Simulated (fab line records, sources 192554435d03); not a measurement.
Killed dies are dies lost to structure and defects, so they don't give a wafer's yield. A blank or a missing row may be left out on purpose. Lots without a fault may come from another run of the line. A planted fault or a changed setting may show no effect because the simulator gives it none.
fab line records | flow n5_finfet
record lots=12 wafers=34 last_day=18
route steps=1938 shown BEOL_M6@1236 BEOL_M7@1263 PASSIVATION@1936
lots that met no fault: from a run of the same line without faults
start_h: hours from the record's first day to the start of the lot's first wafer shown | wait_h: hours since the lot's step before | " the same as in the row above | L1.1+2: a row that stands for several wafers | - no value, or no start given | * or withheld: withheld | < > ~ a bound
route shown NAME@n: a module of which the file shows steps, and the number in the route of the first | usual: mean/standard deviation of fault-free wafers | same: alike in all rows | chamber/n: place in a boat | sites: the reading at each site | _std_site: their standard deviation | _edge_site: outer sites' mean less inner sites' | radius_mm: how far each site lies from the wafer's centre | mask NAME#n: copy n | behind: the tool/chamber that last shaped the wafer | hold: why the lot was held/for how many hours/how that ended | device: the transistor (n, p or np) that didn't switch | end of line: the same wafers' tests at the end of the route | a step without rows: its recipe alone | killed: dies lost to structure and defects at the first sort, not the wafer's yield | map: a wafer's dies, x killed, . not, _ none there
set.NAME: the setting as run; set.NAME@STEP: as run at that earlier step | model.NAME: the simulator's own value behind a step, which no gauge read
steps of the route over a sample of lots; a table a step, a row a wafer
services: from which hour (start_h, from the record's first day; less than 0 if before it) a tool's chamber was out of use, for how many hours, and why
## steps
# step N5_BEOL_M6_VIA_ETCH_34
# recipe chemistry=C4F6/O2 target=SiCOH_lowk target_depth_a=1263 mask_material=SOC taper_deg=4 time_s=50.9 ion_energy_ev=250 pressure_mtorr=30 source_w=345 bias_w=185 Ar_flow_sccm=300 C4F6_flow_sccm=10 O2_flow_sccm=10
# usual drypump_motor_current_A=5.9/0.36 oes_product_au=0.80/0.081 rf_vpp_V=667/4.6 showerhead_plenum_p_Torr=2.87/0.13 throttle_valve_pct=20.80/0.17
# columns lot.wafer tool chamber start_h wait_h drypump_motor_current_A oes_product_au rf_hours_counter_h rf_vpp_V showerhead_plenum_p_Torr throttle_valve_pct
L595.1 rie_diel-04 1 201.49 0.0 6.1 0.72 220 659 2.70 20.71
L595.2 " 3 " " 6.0 0.72 207 670 2.81 20.73
L595.3 " 0 " " 6.4 0.88 51 665 3.01 20.64
L600.3 rie_diel-04 3 226.80 0.0 6.0 0.72 217 669 2.80 20.74
L600.4 " 1 " " 6.1 0.70 230 657 2.70 20.75
L600.6 " 0 " " 6.4 0.86 - 665 3.01 20.65
L598.2 rie_diel-04 2 228.41 0.0 6.1 0.85 76 665 2.77 21.09
L598.3 " 3 " " 6.0 0.73 217 670 2.80 20.74
L598.6 " 1 " " 6.1 0.71 - 656 2.70 20.76
L601.1 rie_diel-02 1 250.60 0.0 5.5 0.78 108 673 2.99 20.91
L601.2 " 0 " " 5.3 0.82 63 664 3.00 20.63
L601.6 " 2 " " 6.4 0.95 - 673 2.78 20.64
L605.1 rie_diel-04 3 263.91 0.0 6.0 0.71 230 670 2.80 20.75
L605.2 " 0 " " 6.4 0.84 75 667 3.00 20.66
L605.5 " 2 " " 6.1 0.82 - 666 2.76 21.11
L606.1 rie_diel-02 3 292.50 0.0 5.9 0.71 227 665 2.91 20.68
L606.2 " 1 " " 5.5 0.76 125 673 2.98 20.93
L606.6 " 2 " " 6.4 0.91 - 673 2.78 20.67
L604.1 rie_diel-02 3 292.90 0.0 5.9 0.70 227 666 2.91 20.69
L604.3 " 2 " " 6.4 0.91 28 670 2.78 20.67
L604.5 " 2 " " 6.4 0.91 - 672 2.78 20.67
L609.5 rie_diel-05 2 293.03 0.0 5.8 0.85 - 673 3.02 20.85
L612.3 rie_diel-02 2 320.23 0.0 6.4 0.89 36 673 2.77 20.68
L612.4 " 0 " " 5.3 0.78 87 665 2.99 20.67
L612.5 " 2 " " 6.4 0.89 - 671 2.77 20.67
L614.3 rie_diel-05 3 321.13 0.0 6.3 0.90 26 662 2.90 20.77
L614.5 " 1 " " 5.5 0.72 - 664 2.62 21.13
L614.6 " 2 " " 5.8 0.84 - 673 3.01 20.88
L616.2 rie_diel-04 0 331.83 0.0 6.4 0.81 102 663 2.99 20.71
L616.5 " 0 " " 6.4 0.81 - 664 2.99 20.71
L616.6 " 2 " " 6.1 0.79 - 665 2.75 21.12
L617.1 rie_diel-02 3 353.65 0.0 5.9 0.69 243 664 2.90 20.72
L617.2 " 2 " " 6.4 0.88 48 672 2.77 20.68
L617.3 " 1 " " 5.5 0.75 146 673 2.97 20.97
# step N5_BEOL_M6_SURFACE_TREAT_79
# recipe gas=Ar time_s=* ion_energy_ev=* ion_current_ma_cm2=0.5 pressure_mtorr=* ar_flow_sccm=30
# usual throttle_valve_pct=*
# columns lot.wafer tool chamber start_h wait_h throttle_valve_pct
L595.1 pvd_sputter-02 - 202.94 0.2 *
L595.2 " - " " *
L595.3 " - " " *
L600.3 pvd_sputter-03 - 229.17 0.2 *
L600.4 " - " " *
L600.6 " - " " *
L598.2 pvd_sputter-03 - 229.61 0.2 *
L598.3 " - " " *
L598.6 " - " " *
L601.1 pvd_sputter-02 - 251.94 0.3 *
L601.2 " - " " *
L601.6 " - " " *
L605.1 pvd_sputter-01 - 266.47 0.2 *
L605.2 " - " " *
L605.5 " - " " *
L606.1 pvd_sputter-03 - 293.80 0.2 *
L606.2 " - " " *
L606.6 " - " " *
L604.1 pvd_sputter-01 - 294.32 0.2 *
L604.3 " - " " *
L604.5 " - " " *
L609.5 pvd_sputter-01 - 294.63 0.3 *
L612.3 pvd_sputter-01 - 321.56 0.2 *
L612.4 " - " " *
L612.5 " - " " *
L614.3 pvd_sputter-01 - 322.50 0.3 *
L614.5 " - " " *
L614.6 " - " " *
L616.2 pvd_sputter-02 - 333.41 0.6 *
L616.5 " - " " *
L616.6 " - " " *
L617.1 pvd_sputter-02 - 355.24 0.3 *
L617.2 " - " " *
L617.3 " - " " *
# step N5_BEOL_M6_CVD_78
# recipe material=Co target_thk_a=20 temp_c=withheld precursor=CCTBA/H2 pressure_torr=30 time_s=142.3
# usual run_length_s=165.2/0.53
# columns lot.wafer tool chamber start_h wait_h run_length_s
L595.1 cvd_co-02 0 203.00 0.0 165.5
L595.2 " 2 " " 165.7
L595.3 " 1 " " 164.8
L600.3 cvd_co-01 2 229.25 0.1 164.7
L600.4 " 2 " " 164.9
L600.6 " 1 " " 164.9
L598.2 cvd_co-01 2 229.67 0.0 165.6
L598.3 " 1 " " 165.1
L598.6 " 1 " " 164.8
L601.1 cvd_co-01 1 252.00 0.0 164.4
L601.2 " 0 " " 166.4
L601.6 " 0 " " 166.0
L605.1 cvd_co-01 0 266.54 0.0 165.6
L605.2 " 2 " " 165.0
L605.5 " 0 " " 165.5
L606.1 cvd_co-01 2 293.93 0.1 249.8
L606.2 " 1 " " 164.5
L606.6 " 1 " " 164.5
L604.1 cvd_co-02 2 294.40 0.1 165.6
L604.3 " 1 " " 164.4
L604.5 " 1 " " 164.8
L609.5 cvd_co-01 2 294.95 0.3 250.0
L612.3 cvd_co-02 2 321.62 0.0 165.7
L612.4 " 2 " " 165.4
L612.5 " 0 " " 165.4
L614.3 cvd_co-02 1 322.62 0.1 164.3
L614.5 " 1 " " 164.9
L614.6 " 2 " " 165.8
L616.2 cvd_co-02 2 333.47 0.0 165.3
L616.5 " 0 " " 166.1
L616.6 " 1 " " 164.7
L617.1 cvd_co-02 1 355.57 0.3 164.5
L617.2 " 2 " " 166.0
L617.3 " 0 " " 165.5
# step N5_BEOL_M7_ILD_DEP_00
# recipe material=SiCOH_lowk target_thk_a=1797.5 temp_c=300 precursor=DEMS/porogen pressure_torr=5 rf_w=500 time_s=33.4
# usual heater_power_w=276/42 showerhead_plenum_p_Torr=5.743/0.014 throttle_valve_pct=14.1/0.9
# columns lot.wafer tool chamber start_h wait_h heater_power_w showerhead_plenum_p_Torr throttle_valve_pct
L595.1 pecvd-01 2 204.19 0.0 239 5.751 14.5
L595.2 " 1 " " 241 5.732 14.9
L595.3 " 0 " " 238 5.749 13.2
L600.3 pecvd-04 0 230.45 0.0 338 5.738 13.7
L600.4 " 0 " " 338 5.742 13.8
L600.6 " 1 " " 336 5.766 14.3
L598.2 pecvd-03 0 231.53 0.0 307 5.755 13.3
L598.3 " 1 " " 238 5.746 16.1
L598.6 " 1 " " 245 5.745 16.0
L601.1 pecvd-04 0 253.11 0.0 320 5.730 13.4
L601.2 " 1 " " 283 5.751 14.2
L601.6 " 1 " " 281 5.779 14.4
L605.1 pecvd-01 0 267.69 0.0 236 5.728 12.9
L605.2 " 2 " " 244 5.730 14.9
L605.5 " 1 " " 262 5.728 15.0
L606.1 pecvd-04 1 295.52 0.0 341 5.775 14.6
L606.2 " 0 " " 325 5.733 13.3
L606.6 " 2 " " 250 5.746 14.1
L604.1 pecvd-03 2 296.07 0.0 308 5.734 13.2
L604.3 " 1 " " 237 5.751 15.6
L604.5 " 1 " " 241 5.755 15.8
L609.5 pecvd-04 1 296.98 0.1 339 5.759 14.5
L612.3 pecvd-03 2 324.84 0.0 325 5.734 13.4
L612.4 " 2 " " 329 5.719 13.3
L612.5 " 1 " " 276 5.748 16.1
L614.3 pecvd-01 1 325.38 0.0 224 5.751 14.8
L614.5 " 0 " " 240 5.741 13.2
L614.6 " 1 " " 234 5.737 15.0
L616.2 pecvd-01 1 335.56 0.0 248 5.737 15.0
L616.5 " 0 " " 262 5.755 13.2
L616.6 " 1 " " 247 5.754 15.1
L617.1 pecvd-01 1 358.32 0.0 226 5.723 14.9
L617.2 " 0 " " 251 5.745 13.3
L617.3 " 2 " " 249 5.743 15.0
# step N5_PASSIVATION_PROBE_49
# usual defect_limited_yield=91.0/1.5 killed_at_M0_to_M3=37/12 killed_at_M4_up=13/5 killed_at_contacts=13/6.1 killed_at_front_end=39/11 killed_at_other=4/3.2 killed_dies=106/17 killed_open=69/12 killed_short=35/7.9 sort_bin_4_leakage=0.00/0.007 sort_bin_5_function=5.3/1 sort_bin_6_memory=3.3/0.68 sort_n_pass=1074/17 sort_yield_pct=91.0/1.5
# same gross_dies=1180 killed_at_back_side=0 sort_bin_8_speed[%]=0
# columns lot.wafer tool chamber start_h wait_h defect_limited_yield[%] killed_at_M0_to_M3 killed_at_M4_up killed_at_contacts killed_at_front_end killed_at_other killed_dies killed_open killed_short sort_bin_4_leakage[%] sort_bin_5_function[%] sort_bin_6_memory[%] sort_n_pass sort_yield_pct[%]
L601.6 prober-01 - 335.56 0.3 87.5 69 21 11 46 1 148 94 54 0 8.0 4.2 1032 87.5
L606.1 prober-01 - 374.41 0.0 90.2 52 8 10 41 5 116 80 35 0 5.8 3.8 1064 90.2
L606.2 prober-01 - 374.46 0.1 90.4 46 11 18 29 9 113 78 34 0 5.9 3.5 1067 90.4
L606.6 prober-01 - 374.66 0.3 89.7 41 21 11 37 12 122 77 44 0 5.9 3.9 1058 89.7
# killed by level:class
L601.6 BEOL_M0_SAQP:geometric_particle:short=28 BEOL_M0_SAQP:geometric_particle:open=25 BEOL_M4:geometric_particle:open=13 STI_FIN_REVEAL:geometric_particle:open=11 MOL_CONTACT_COAG:geometric_particle:open=10 DUMMY_GATE:geometric_particle:open=8 FIN_SAQP:geometric_particle:open=5 GATE_CUT:geometric_particle:open=5
L606.1 BEOL_M1:geometric_particle:open=19 FIN_SAQP:geometric_particle:open=18 FIN_SAQP:geometric_particle:short=11 MOL_CONTACT_COAG:geometric_particle:open=10 BEOL_M0_SAQP:geometric_particle:short=10 BEOL_M0_SAQP:geometric_particle:open=9 BEOL_M3:geometric_particle:open=7 PAD_METAL:geometric_particle:open=3
L606.2 MOL_CONTACT_COAG:geometric_particle:open=15 BEOL_M3:geometric_particle:open=13 BEOL_M0_SAQP:geometric_particle:short=11 BEOL_M0_SAQP:geometric_particle:open=9 BEOL_M4:geometric_particle:open=8 STI_FIN_REVEAL:geometric_particle:open=4 GATE_CUT:geometric_particle:short=4 GATE_CUT:geometric_particle:open=4
L606.6 BEOL_M0_SAQP:geometric_particle:short=11 BEOL_M0_SAQP:geometric_particle:open=11 MOL_CONTACT_COAG:geometric_particle:open=9 BEOL_M4:geometric_particle:open=9 STI_FIN_REVEAL:geometric_particle:open=7 FIN_SAQP:geometric_particle:open=6 PASS1_CAP:geometric_particle:short=6 BEOL_M1:geometric_particle:open=5
## services
# columns tool chamber start_h hours kind
pvd_sputter-03 - 186.76 4.3 repair
cvd_co-02 - 191.85 0.4 repair
rie_diel-02 2 193.76 - clean
rie_diel-02 2 193.76 - consumable_replace:focus_ring
rie_diel-02 2 193.76 21.7 scheduled_down
rie_diel-02 2 193.76 21.7 vent_cycle
pecvd-04 - 198.44 0.5 repair
cvd_co-01 - 214.39 6.0 pm
pecvd-04 2 216.90 6.0 repair
cvd_co-01 - 221.28 1.4 repair
rie_diel-05 3 226.36 1.8 repair
rie_diel-05 0 267.67 7.6 repair
pecvd-01 - 273.03 1.2 repair
pecvd-03 0 279.12 5.2 repair
pecvd-01 - 288.17 2.8 pm
cvd_co-02 - 288.86 4.3 pm
pecvd-03 - 297.02 5.5 pm
rie_diel-02 3 321.37 8.5 repair
cvd_co-01 1 333.33 - clean
cvd_co-01 1 333.33 22.0 scheduled_down
cvd_co-01 1 333.33 22.0 vent_cycle
rie_diel-05 3 337.33 15.2 repair
pecvd-04 0 344.39 3.6 repair
rie_diel-02 1 356.92 13.5 repair
## key
first_sign step=N5_BEOL_M6_CVD_78 reading=run_length_s direction=up sigmas=99+ usual=* struck=*
effect none on later readings
met_at N5_BEOL_M6_CVD_78
struck_lots L606,L609
struck_wafers L606.1,L609.5
rows_end L609.5
not_acting_at N5_BEOL_M6_VIA_ETCH_34,N5_BEOL_M6_SURFACE_TREAT_79,N5_BEOL_M7_ILD_DEP_00
onset_between 266.54 293.93
fault kind=process_parameter_drift tool=cvd_co-01 chamber=2 onset_h=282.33 steps=N5_BEOL_M6_CVD_78 channel=time_s offset=* shape=step acts_in=* stated=*
# rows_end: these wafers met a further fault down the route, and their rows from its step on are left out
